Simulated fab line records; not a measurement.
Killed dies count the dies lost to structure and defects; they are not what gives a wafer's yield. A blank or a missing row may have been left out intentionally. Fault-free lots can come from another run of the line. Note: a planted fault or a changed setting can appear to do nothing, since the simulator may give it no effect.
Which tool was responsible? + flow n5_finfet + Sampling: 9 lots, 27 wafers, 7 of 1938 route steps

## WHAT EACH GAUGE READ, for each wafer
N5_BEOL_M0_SAQP_CD_MEAS_40: the cd target is 30 nm.
| lot  | measured     | on        | cd_nm (nm)        |
|------|--------------|-----------|-------------------|
| L787 | day 6 22:23  | cd_sem-02 | 30.23 30.24 29.60 |
| L790 | day 7 00:22  | cd_sem-01 | 29.80 29.84 30.38 |
| L792 | day 7 03:14  | cd_sem-01 | 29.42 29.73 30.12 |
| L794 | day 7 12:44  | cd_sem-01 | 29.98 30.19 30.39 |
| L795 | day 7 21:26  | cd_sem-01 | 29.33 30.02 29.62 |
| L798 | day 8 21:23  | cd_sem-02 | 29.73 29.74 29.64 |
| L806 | day 10 14:31 | cd_sem-03 | 30.05 30.02 29.76 |
| L807 | day 10 20:46 | cd_sem-01 | 30.05 30.08 30.37 |
| L808 | day 11 02:32 | cd_sem-01 | 29.79 29.69 29.76 |

N5_BEOL_M0_SAQP_INSPECT_42: inspects for defects (brightfield).
| lot  | measured     | on                | raw_defect_count |
|------|--------------|-------------------|------------------|
| L787 | day 6 22:28  | defect_inspect-02 | 447 330 299      |
| L790 | day 7 00:27  | defect_inspect-02 | 473 334 400      |
| L792 | day 7 03:19  | defect_inspect-02 | 474 266 315      |
| L794 | day 7 12:49  | defect_inspect-02 | 142 205 274      |
| L795 | day 7 21:31  | defect_inspect-01 | 593 561 623      |
| L798 | day 8 21:28  | defect_inspect-01 | 528 563 657      |
| L806 | day 10 14:37 | defect_inspect-01 | 330 222 306      |
| L807 | day 10 20:52 | defect_inspect-01 | 365 444 352      |
| L808 | day 11 02:38 | defect_inspect-02 | 212 334 259      |

N5_BEOL_M0_CUTY_INSPECT_59: inspects for defects (macro).
| lot  | measured     | on                | raw_defect_count |
|------|--------------|-------------------|------------------|
| L787 | day 7 00:11  | defect_inspect-01 | 1 0 3            |
| L790 | day 7 02:56  | defect_inspect-02 | 6 2 2            |
| L792 | day 7 04:44  | defect_inspect-02 | 3 0 2            |
| L794 | day 7 14:16  | defect_inspect-01 | 3 5 3            |
| L795 | day 7 23:21  | defect_inspect-02 | >300 >300 >300   |
| L798 | day 8 23:02  | defect_inspect-01 | >300 >300 >300   |
| L806 | day 10 16:00 | defect_inspect-01 | 1 4 4            |
| L807 | day 10 22:41 | defect_inspect-02 | 4 2 5            |
| L808 | day 11 04:13 | defect_inspect-02 | 1 2 2            |

N5_BEOL_M4_RC_MEAS_101.
| lot  | measured     | on        | DIBL_N (mV/V)  | DIBL_P (mV/V)  | IOFF_N (nA/um) | IOFF_P (nA/um) | ION_N (uA/um) | ION_P (uA/um) | SS_N (mV/dec)  | SS_P (mV/dec)  | VT_N (mV)   | VT_P (mV)      |
|------|--------------|-----------|----------------|----------------|----------------|----------------|---------------|---------------|----------------|----------------|-------------|----------------|
| L787 | day 8 20:52  | prober-01 | 33.1 34.9 38.3 | 33.5 36.1 39.8 | 0.10 0.14 0.22 | 0.14 0.18 0.24 | 647 658 696   | 443 454 469   | 70.5 71.3 72.1 | 71.6 73.0 73.2 | 258 252 244 | -256 -254 -251 |
| L790 | day 9 08:06  | prober-02 | 34.9 35.6 36.0 | 34.8 34.2 34.3 | 0.16 0.17 0.17 | 0.26 0.25 0.25 | 695 653 679   | 487 460 465   | 71.3 71.6 71.9 | 72.6 73.1 73.2 | 249 250 248 | -244 -245 -246 |
| L792 | day 9 23:44  | prober-02 | 39.5 39.0 37.1 | 41.3 40.2 36.6 | 0.25 0.25 0.20 | 0.30 0.30 0.23 | 692 689 687   | 469 468 465   | 73.0 72.0 72.0 | 74.9 74.1 73.9 | 244 242 248 | -246 -245 -246 |
| L794 | day 9 17:14  | prober-01 | 35.3 32.8 32.1 | 37.4 33.5 33.0 | 0.13 0.10 0.10 | 0.21 0.16 0.15 | 659 664 662   | 456 462 459   | 71.8 70.7 71.0 | 73.9 72.6 72.1 | 252 256 257 | -251 -254 -254 |
| L795 | day 10 02:48 | prober-01 | 35.0 36.8 34.8 | 36.0 37.5 35.0 | 0.16 0.17 0.15 | 0.23 0.24 0.20 | 689 670 680   | 474 458 468   | 71.0 71.2 70.5 | 73.7 73.5 72.8 | 247 249 250 | -247 -247 -251 |
| L798 | day 11 02:28 | prober-02 | 35.8 35.8 36.0 | 35.8 36.8 34.5 | 0.15 0.16 0.15 | 0.18 0.19 0.17 | 688 660 671   | 468 452 451   | 72.0 71.7 72.4 | 73.0 73.8 73.3 | 251 247 252 | -252 -252 -252 |
| L806 | day 12 18:49 | prober-01 | 37.2 36.0 37.9 | 37.7 36.6 38.2 | 0.18 0.17 0.19 | 0.24 0.23 0.24 | 699 678 664   | 478 465 456   | 72.0 71.1 72.0 | 73.5 73.3 73.2 | 247 246 245 | -246 -247 -249 |
| L807 | day 12 20:22 | prober-02 | 35.6 35.8 37.1 | 35.6 36.1 37.1 | 0.15 0.16 0.19 | 0.19 0.19 0.22 | 665 681 673   | 447 456 449   | 71.4 71.3 72.3 | 73.5 73.6 73.9 | 252 250 246 | -254 -254 -253 |
| L808 | day 14 02:22 | prober-02 | 36.5 40.9 36.9 | 38.2 43.3 38.2 | 0.16 0.30 0.18 | 0.23 0.37 0.23 | 661 712 682   | 455 483 462   | 71.5 72.4 71.4 | 74.0 75.4 74.2 | 251 240 247 | -251 -245 -251 |

## WHAT TOOL EACH LOT RAN ON (gives the tool, then ch and the chambers of the sampled wafers, and finally the start)
| lot  | N5_BEOL_M0_SAQP_ETCH_83            | N5_BEOL_M0_SAQP_ETCH_102         | N5_BEOL_M0_SAQP_MANDREL_ETCH_103 |
|------|------------------------------------|----------------------------------|----------------------------------|
| L787 | rie_diel-05 ch 0,1,3, day 6 17:14  | rie_si-06 ch 1,3, day 6 19:10    | rie_si-06 ch 1,3, day 6 19:11    |
| L790 | rie_diel-04 ch 1,3, day 6 18:20    | rie_si-03 ch 0,2,3, day 6 20:52  | rie_si-03 ch 0,2,3, day 6 20:54  |
| L792 | rie_diel-05 ch 1,2,3, day 6 20:00  | rie_si-03 ch 2,3, day 7 00:01    | rie_si-03 ch 2,3, day 7 00:02    |
| L794 | rie_diel-05 ch 1,2, day 7 08:26    | rie_si-02 ch 0,2,3, day 7 10:41  | rie_si-02 ch 0,2,3, day 7 10:43  |
| L795 | rie_diel-05 ch 0,3, day 7 16:54    | rie_si-06 ch 1,2, day 7 19:30    | rie_si-06 ch 1,2, day 7 19:32    |
| L798 | rie_diel-05 ch 0,3, day 8 16:59    | rie_si-03 ch 0,1,3, day 8 18:40  | rie_si-03 ch 0,1,3, day 8 18:41  |
| L806 | rie_diel-04 ch 0,1,3, day 10 10:55 | rie_si-03 ch 0,1, day 10 12:36   | rie_si-03 ch 0,1, day 10 12:38   |
| L807 | rie_diel-04 ch 0,1,3, day 10 16:38 | rie_si-06 ch 1,2, day 10 18:44   | rie_si-06 ch 1,2, day 10 18:46   |
| L808 | rie_diel-02 ch 0,1,3, day 10 19:27 | rie_si-03 ch 1,2,3, day 10 23:43 | rie_si-03 ch 1,2,3, day 10 23:45 |
- N5_BEOL_M0_SAQP_ETCH_83: etches SiARC in CF4, target depth 39 nm, time 65 s.
- N5_BEOL_M0_SAQP_ETCH_102: etches SiO2 in CF4, target depth 4 nm, time 4.4 s.
- N5_BEOL_M0_SAQP_MANDREL_ETCH_103: etches a-Si in HBr/Cl2, stops on SiCN, target depth 45 nm, bt time 10 s, time 27 s.

## AS READ BY THE TOOLS THEMSELVES (means over the sampled wafers that have a number; for cases with no such wafer, the mark the record gives instead)
N5_BEOL_M0_SAQP_ETCH_83.
| lot  | tool        | cf4_flow_sccm (sccm) | drypump_motor_current_A (A) | etch_rf_on_time_s (s) | oes_product_au (a.u.) | rf_vpp_V (V) | showerhead_plenum_p_Torr (Torr) | throttle_valve_pct (%) |
|------|-------------|----------------------|-----------------------------|-----------------------|-----------------------|--------------|---------------------------------|------------------------|
| L787 | rie_diel-05 | 100.0                | 5.8                         | 66.6                  | 0.60                  | 183.3        | 2.14                            | 15.8                   |
| L790 | rie_diel-04 | 100.2                | 5.4                         | 65.4                  | 0.72                  | 183.3        | 2.14                            | 15.4                   |
| L792 | rie_diel-05 | 100.0                | 5.5                         | 64.9                  | 0.68                  | 183.6        | 2.10                            | 15.6                   |
| L794 | rie_diel-05 | 100.1                | 5.7                         | 65.6                  | 0.75                  | 184.1        | 2.09                            | 15.3                   |
| L795 | rie_diel-05 | 100.0                | 6.1                         | 65.4                  | 0.60                  | 183.8        | 2.18                            | 15.9                   |
| L798 | rie_diel-05 | 99.9                 | 5.7                         | 64.9                  | 0.59                  | 184.6        | 2.14                            | 16.0                   |
| L806 | rie_diel-04 | 99.7                 | 5.5                         | 66.1                  | 0.69                  | 185.4        | 2.16                            | 15.4                   |
| L807 | rie_diel-04 | 100.3                | 5.5                         | 66.0                  | 0.69                  | 184.3        | 2.16                            | 15.4                   |
| L808 | rie_diel-02 | 99.7                 | 5.8                         | 65.9                  | 0.65                  | 185.4        | 2.20                            | 15.7                   |

N5_BEOL_M0_SAQP_ETCH_102.
| lot  | tool      | cf4_flow_sccm (sccm) | drypump_motor_current_A (A) | oes_product_au (a.u.) | throttle_valve_pct (%) |
|------|-----------|----------------------|-----------------------------|-----------------------|------------------------|
| L787 | rie_si-06 | 80.13                | 5.5                         | 0.991                 | 21.89                  |
| L790 | rie_si-03 | 79.94                | 5.4                         | 0.988                 | 21.71                  |
| L792 | rie_si-03 | 80.16                | 5.2                         | 0.996                 | 21.79                  |
| L794 | rie_si-02 | 80.14                | 5.9                         | 1.003                 | 21.65                  |
| L795 | rie_si-06 | 79.77                | 5.0                         | 0.989                 | 21.77                  |
| L798 | rie_si-03 | 79.92                | 5.5                         | 1.007                 | 21.69                  |
| L806 | rie_si-03 | 80.05                | 5.7                         | 0.991                 | 21.67                  |
| L807 | rie_si-06 | 79.87                | 5.4                         | 0.984                 | 21.89                  |
| L808 | rie_si-03 | 80.13                | 5.1                         | 0.986                 | 21.56                  |

N5_BEOL_M0_SAQP_MANDREL_ETCH_103.
| lot  | tool      | drypump_motor_current_A (A) | oes_product_au (a.u.) | throttle_valve_pct (%) |
|------|-----------|-----------------------------|-----------------------|------------------------|
| L787 | rie_si-06 | 5.5                         | 0.666                 | 35.3                   |
| L790 | rie_si-03 | 5.4                         | 0.682                 | 35.2                   |
| L792 | rie_si-03 | 5.2                         | 0.674                 | 35.4                   |
| L794 | rie_si-02 | 5.9                         | 0.665                 | 35.2                   |
| L795 | rie_si-06 | 5.1                         | 0.671                 | 35.4                   |
| L798 | rie_si-03 | 5.6                         | 0.682                 | 35.3                   |
| L806 | rie_si-03 | 5.7                         | 0.682                 | 35.2                   |
| L807 | rie_si-06 | 5.4                         | 0.667                 | 35.5                   |
| L808 | rie_si-03 | 5.1                         | 0.682                 | 35.1                   |

## THE ANSWER, worked out from the rows above alone
Rule: usual is defined by the lots themselves. The widest of any qualifying gaps counts: lots, ordered by their means at a reading, are off when they make up no more than a third of the lots, leave a main group of 4 or more, and stand apart from it by 3 or more times the standard deviation of that group's means. If all means in a main group match to the digits the tables above print for the reading, that group is not used. Also off: a lot with no number at a reading for which 4 or more lots have one. The other lots that the step has rows for count as sound. Order of review: gauges by route order, followed by the tools' own readings, for which a lot's mean as printed above is used. The first step at which some lot is off is used, and at that step the reading that is off furthest; a lot without a number counts as furthest.
Off at N5_BEOL_M0_CUTY_INSPECT_59 (raw_defect_count): L795, L798. Without a number there: L795, L798. For the main group the mean is 2.6 and the standard deviation 0.95.
A tool fits if, at a process step before that reading, it ran every lot that is off, and no sound lot after the first of them. Those tools and the gauges at N5_BEOL_M0_CUTY_INSPECT_59 are tried in the same way. One fits: N5_BEOL_M0_SAQP_ETCH_83 on rie_diel-05. Its last sound lot is L794 (day 7 08:26), its first lot that is off L795 (day 7 16:54): a fault that began between those two fits.

## WHAT WAS PUT IN BY THE SIMULATOR
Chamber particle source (rie_diel-05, N5_BEOL_M0_SAQP_ETCH_83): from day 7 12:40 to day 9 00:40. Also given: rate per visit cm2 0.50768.
Lots struck among those shown: L795, L798. This agrees with what the rule above found.
